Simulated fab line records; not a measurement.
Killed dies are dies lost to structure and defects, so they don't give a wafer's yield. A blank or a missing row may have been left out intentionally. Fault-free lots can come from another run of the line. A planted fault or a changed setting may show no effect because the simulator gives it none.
Lot-split experiment || flow n5_finfet || on a route of 1938 steps: 7 lots, 39 wafers read

## THE SPLIT ITSELF
At N5_SD_EPI_P_SD_RECESS_17 (chemistry HBr/Cl2/O2, target depth 39.1 nm, bt time 3 s), the setting target_depth_a was moved away from the recipe's 391 angstrom on 9 of the 39 wafers read, by -9.2% to +4.7%. The other wafers ran this setting at the recipe's value.

The split's own step is where the reading is taken.

## THE READING
etch.depth_nm (the simulator's own value, which no gauge read), in nm, at N5_SD_EPI_P_SD_RECESS_17 (chemistry HBr/Cl2/O2, target depth 39.1 nm, bt time 3 s). The file does not state a usual value for it. Here, 30 wafers ran the recipe; their average is 38.71 nm with a standard deviation of 0.44 nm.

{"wafer": "L075.1", "tool, chamber at the split": "rie_si-06, 1", "target_depth_a as run, angstrom": 409.2, "against the recipe": "+4.7%", "etch.depth_nm, nm": 40.33, "against lot-mates on the recipe": "+2.14"}
{"wafer": "L075.2", "tool, chamber at the split": "rie_si-06, 2", "target_depth_a as run, angstrom": 391, "against the recipe": "recipe", "etch.depth_nm, nm": 37.95, "against lot-mates on the recipe": "-"}
{"wafer": "L075.3", "tool, chamber at the split": "rie_si-06, 0", "target_depth_a as run, angstrom": 409.2, "against the recipe": "+4.7%", "etch.depth_nm, nm": 40.26, "against lot-mates on the recipe": "+2.07"}
{"wafer": "L075.4", "tool, chamber at the split": "rie_si-06, 3", "target_depth_a as run, angstrom": 391, "against the recipe": "recipe", "etch.depth_nm, nm": 38.51, "against lot-mates on the recipe": "-"}
{"wafer": "L075.5", "tool, chamber at the split": "rie_si-06, 3", "target_depth_a as run, angstrom": 409.2, "against the recipe": "+4.7%", "etch.depth_nm, nm": 39.97, "against lot-mates on the recipe": "+1.78"}
{"wafer": "L075.6", "tool, chamber at the split": "rie_si-06, 0", "target_depth_a as run, angstrom": 391, "against the recipe": "recipe", "etch.depth_nm, nm": 38.12, "against lot-mates on the recipe": "-"}
{"wafer": "L076.1", "tool, chamber at the split": "rie_si-01, 2", "target_depth_a as run, angstrom": 391, "against the recipe": "recipe", "etch.depth_nm, nm": 39.07, "against lot-mates on the recipe": "-"}
{"wafer": "L076.2", "tool, chamber at the split": "rie_si-01, 3", "target_depth_a as run, angstrom": 391, "against the recipe": "recipe", "etch.depth_nm, nm": 38.76, "against lot-mates on the recipe": "-"}
{"wafer": "L076.3", "tool, chamber at the split": "rie_si-01, 0", "target_depth_a as run, angstrom": 391, "against the recipe": "recipe", "etch.depth_nm, nm": 38.19, "against lot-mates on the recipe": "-"}
{"wafer": "L076.4", "tool, chamber at the split": "rie_si-01, 1", "target_depth_a as run, angstrom": 391, "against the recipe": "recipe", "etch.depth_nm, nm": 38.49, "against lot-mates on the recipe": "-"}
{"wafer": "L076.5", "tool, chamber at the split": "rie_si-01, 2", "target_depth_a as run, angstrom": 391, "against the recipe": "recipe", "etch.depth_nm, nm": 38.64, "against lot-mates on the recipe": "-"}
{"wafer": "L076.6", "tool, chamber at the split": "rie_si-01, 1", "target_depth_a as run, angstrom": 391, "against the recipe": "recipe", "etch.depth_nm, nm": 38.78, "against lot-mates on the recipe": "-"}
{"wafer": "L079.1", "tool, chamber at the split": "rie_si-06, 3", "target_depth_a as run, angstrom": 391, "against the recipe": "recipe", "etch.depth_nm, nm": 38.99, "against lot-mates on the recipe": "-"}
{"wafer": "L079.2", "tool, chamber at the split": "rie_si-06, 2", "target_depth_a as run, angstrom": 354.9, "against the recipe": "-9.2%", "etch.depth_nm, nm": 34.84, "against lot-mates on the recipe": -3.98}
{"wafer": "L079.3", "tool, chamber at the split": "rie_si-06, 1", "target_depth_a as run, angstrom": 391, "against the recipe": "recipe", "etch.depth_nm, nm": 38.74, "against lot-mates on the recipe": "-"}
{"wafer": "L079.4", "tool, chamber at the split": "rie_si-06, 0", "target_depth_a as run, angstrom": 391, "against the recipe": "recipe", "etch.depth_nm, nm": 38.72, "against lot-mates on the recipe": "-"}
{"wafer": "L079.5", "tool, chamber at the split": "rie_si-06, 0", "target_depth_a as run, angstrom": 354.9, "against the recipe": "-9.2%", "etch.depth_nm, nm": 35.08, "against lot-mates on the recipe": -3.74}
{"wafer": "L079.6", "tool, chamber at the split": "rie_si-06, 3", "target_depth_a as run, angstrom": 354.9, "against the recipe": "-9.2%", "etch.depth_nm, nm": 34.99, "against lot-mates on the recipe": -3.83}
{"wafer": "L081.1", "tool, chamber at the split": "rie_si-01, 3", "target_depth_a as run, angstrom": 391, "against the recipe": "recipe", "etch.depth_nm, nm": 39.43, "against lot-mates on the recipe": "-"}
{"wafer": "L081.2", "tool, chamber at the split": "rie_si-01, 0", "target_depth_a as run, angstrom": 391, "against the recipe": "recipe", "etch.depth_nm, nm": 39.26, "against lot-mates on the recipe": "-"}
{"wafer": "L081.3", "tool, chamber at the split": "rie_si-01, 1", "target_depth_a as run, angstrom": 391, "against the recipe": "recipe", "etch.depth_nm, nm": 38.73, "against lot-mates on the recipe": "-"}
{"wafer": "L081.4", "tool, chamber at the split": "rie_si-01, 3", "target_depth_a as run, angstrom": 391, "against the recipe": "recipe", "etch.depth_nm, nm": 39.4, "against lot-mates on the recipe": "-"}
{"wafer": "L081.5", "tool, chamber at the split": "rie_si-01, 0", "target_depth_a as run, angstrom": 391, "against the recipe": "recipe", "etch.depth_nm, nm": 39.16, "against lot-mates on the recipe": "-"}
{"wafer": "L081.6", "tool, chamber at the split": "rie_si-01, 1", "target_depth_a as run, angstrom": 391, "against the recipe": "recipe", "etch.depth_nm, nm": 38.93, "against lot-mates on the recipe": "-"}
{"wafer": "L088.1", "tool, chamber at the split": "rie_si-02, 1", "target_depth_a as run, angstrom": 376.7, "against the recipe": "-3.7%", "etch.depth_nm, nm": 37.17, "against lot-mates on the recipe": -1.78}
{"wafer": "L088.2", "tool, chamber at the split": "rie_si-02, 2", "target_depth_a as run, angstrom": 391, "against the recipe": "recipe", "etch.depth_nm, nm": 39.44, "against lot-mates on the recipe": "-"}
{"wafer": "L088.3", "tool, chamber at the split": "rie_si-02, 0", "target_depth_a as run, angstrom": 391, "against the recipe": "recipe", "etch.depth_nm, nm": 38.55, "against lot-mates on the recipe": "-"}
{"wafer": "L088.4", "tool, chamber at the split": "rie_si-02, 3", "target_depth_a as run, angstrom": 391, "against the recipe": "recipe", "etch.depth_nm, nm": 38.86, "against lot-mates on the recipe": "-"}
{"wafer": "L088.5", "tool, chamber at the split": "rie_si-02, 1", "target_depth_a as run, angstrom": 376.7, "against the recipe": "-3.7%", "etch.depth_nm, nm": 37.37, "against lot-mates on the recipe": -1.58}
{"wafer": "L088.6", "tool, chamber at the split": "rie_si-02, 0", "target_depth_a as run, angstrom": 376.7, "against the recipe": "-3.7%", "etch.depth_nm, nm": 37.19, "against lot-mates on the recipe": -1.76}
{"wafer": "L090.3", "tool, chamber at the split": "rie_si-01, 3", "target_depth_a as run, angstrom": 391, "against the recipe": "recipe", "etch.depth_nm, nm": 39.62, "against lot-mates on the recipe": "-"}
{"wafer": "L090.4", "tool, chamber at the split": "rie_si-01, 1", "target_depth_a as run, angstrom": 391, "against the recipe": "recipe", "etch.depth_nm, nm": 38.36, "against lot-mates on the recipe": "-"}
{"wafer": "L090.6", "tool, chamber at the split": "rie_si-01, 1", "target_depth_a as run, angstrom": 391, "against the recipe": "recipe", "etch.depth_nm, nm": 38.88, "against lot-mates on the recipe": "-"}
{"wafer": "L093.1", "tool, chamber at the split": "rie_si-06, 1", "target_depth_a as run, angstrom": 391, "against the recipe": "recipe", "etch.depth_nm, nm": 38.52, "against lot-mates on the recipe": "-"}
{"wafer": "L093.2", "tool, chamber at the split": "rie_si-06, 3", "target_depth_a as run, angstrom": 391, "against the recipe": "recipe", "etch.depth_nm, nm": 38.23, "against lot-mates on the recipe": "-"}
{"wafer": "L093.3", "tool, chamber at the split": "rie_si-06, 2", "target_depth_a as run, angstrom": 391, "against the recipe": "recipe", "etch.depth_nm, nm": 38.35, "against lot-mates on the recipe": "-"}
{"wafer": "L093.6", "tool, chamber at the split": "rie_si-06, 2", "target_depth_a as run, angstrom": 391, "against the recipe": "recipe", "etch.depth_nm, nm": 38.35, "against lot-mates on the recipe": "-"}
{"wafer": "L093.4", "tool, chamber at the split": "rie_si-06, 0", "target_depth_a as run, angstrom": 391, "against the recipe": "recipe", "etch.depth_nm, nm": 38.08, "against lot-mates on the recipe": "-"}
{"wafer": "L093.5", "tool, chamber at the split": "rie_si-06, 1", "target_depth_a as run, angstrom": 391, "against the recipe": "recipe", "etch.depth_nm, nm": 38.18, "against lot-mates on the recipe": "-"}

FIT RESULTS
A straight line over all 39 wafers: etch.depth_nm changes by +0.386 nm for each +1% of target_depth_a; r = +0.94; the points scatter about the line by 0.41 nm.
The same after taking each lot's own level away (the mean of its wafers on the recipe; 39 wafers): +0.424 nm for each +1%; r = +0.98; scatter 0.26 nm.
That fit puts the effect of the largest move of target_depth_a on the reading at 3.9 nm.
Measured against the standard deviation above, the lots' own levels, which go from 38.193 to 39.152 nm, span 2.2 times it.
Hence the lot-to-lot level has little effect on the slope; both slopes agree.
Check: with one of the wafers moved furthest among these (-9.2%) left out of the fit, the line predicts -3.9 nm for it against its lot-mates. It came out at -3.98 nm against them.

## THESE WAFERS: OTHER SPLITS
Note: prior to the reading, these wafers also went through further splits. Each is held against what the fit with the lots' levels taken away leaves over:
{"other split on the same wafers": "N5_DUMMY_GATE_EXPOSE_12 dose_mj", "wafers away from the commonest value": 12, "r with etch.depth_nm (lot level and that fit taken away)": -0.10}
{"other split on the same wafers": "N5_DUMMY_GATE_ETCH_32 time_s", "wafers away from the commonest value": 15, "r with etch.depth_nm (lot level and that fit taken away)": -0.04}

## THE WHOLE CHAIN: every reading that the file lists as answering this split, in the file's order
{"step": "N5_SD_EPI_P_SD_RECESS_17", "what it does": "chemistry HBr/Cl2/O2, target depth 39.1 nm, bt time 3 s", "reading": "SD_EPI_P.feature_depth_nm (the simulator's own value, which no gauge read)", "change (the file's fit)": "+0.427 nm for each +1% of the setting", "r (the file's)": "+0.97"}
{"step": "N5_SD_EPI_P_SD_RECESS_17", "what it does": "chemistry HBr/Cl2/O2, target depth 39.1 nm, bt time 3 s", "reading": "etch.depth_nm (the simulator's own value, which no gauge read)", "change (the file's fit)": "+0.424 nm for each +1% of the setting", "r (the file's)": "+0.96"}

## FILE'S OWN FIT
etch.depth_nm changes by +0.424 nm for each +1% of target_depth_a, r = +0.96.
